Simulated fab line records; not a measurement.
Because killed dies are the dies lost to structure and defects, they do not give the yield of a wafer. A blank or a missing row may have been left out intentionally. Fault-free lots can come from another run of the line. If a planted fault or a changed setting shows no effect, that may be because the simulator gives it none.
Which tool was responsible? ; flow n5_finfet ; 32 wafers sampled from 11 lots at 1 step of a route of 1938

== WHAT THE GAUGES SHOWED, per wafer ==
N5_BEOL_M14_OCD_MEAS_35.
lot;measured;on;trench_depth_nm (nm)
L675;day 12 07:54;ocd-02;555 573 546
L677;day 12 14:21;ocd-01;557 541 548
L682;day 13 20:28;ocd-02;550 558 550
L683;day 13 20:31;ocd-01;559 561 540
L688;day 15 21:05;ocd-02;569 560 562
L690;day 16 14:07;ocd-02;541 542 543
L689;day 16 14:50;ocd-02;559 538 561
L693;day 17 02:29;ocd-02;548 552 545
L695;day 17 13:41;ocd-02;537 559
L694;day 17 16:53;ocd-02;566 553 536
L697;day 17 22:05;ocd-01;550 556 555

== EACH LOT AND THE TOOL THAT RAN IT (in order: tool; ch and the chambers of the sampled wafers; start) ==
There is no process step in the record ahead of these readings.

== THE ANSWER, worked out from the rows above alone ==
Rule: the usual values come from the lots themselves. Put in order of their means at a reading, lots are off if they are a third of the lots or fewer, leave a main group of 4 or more, and stand apart from it by a gap of 3 or more times the standard deviation of the main group's means; of several such gaps the widest counts. The tables above print the reading to a certain number of digits; a main group whose means all agree to those digits is not used. A lot without any number at a reading at which 4 lots or more have one is off too. Any other lot the step has rows for is counted as sound.
Across all readings shown, no lot is off: no conclusion can be drawn from this.

== WHAT HAD BEEN PUT IN BY THE SIMULATOR ==
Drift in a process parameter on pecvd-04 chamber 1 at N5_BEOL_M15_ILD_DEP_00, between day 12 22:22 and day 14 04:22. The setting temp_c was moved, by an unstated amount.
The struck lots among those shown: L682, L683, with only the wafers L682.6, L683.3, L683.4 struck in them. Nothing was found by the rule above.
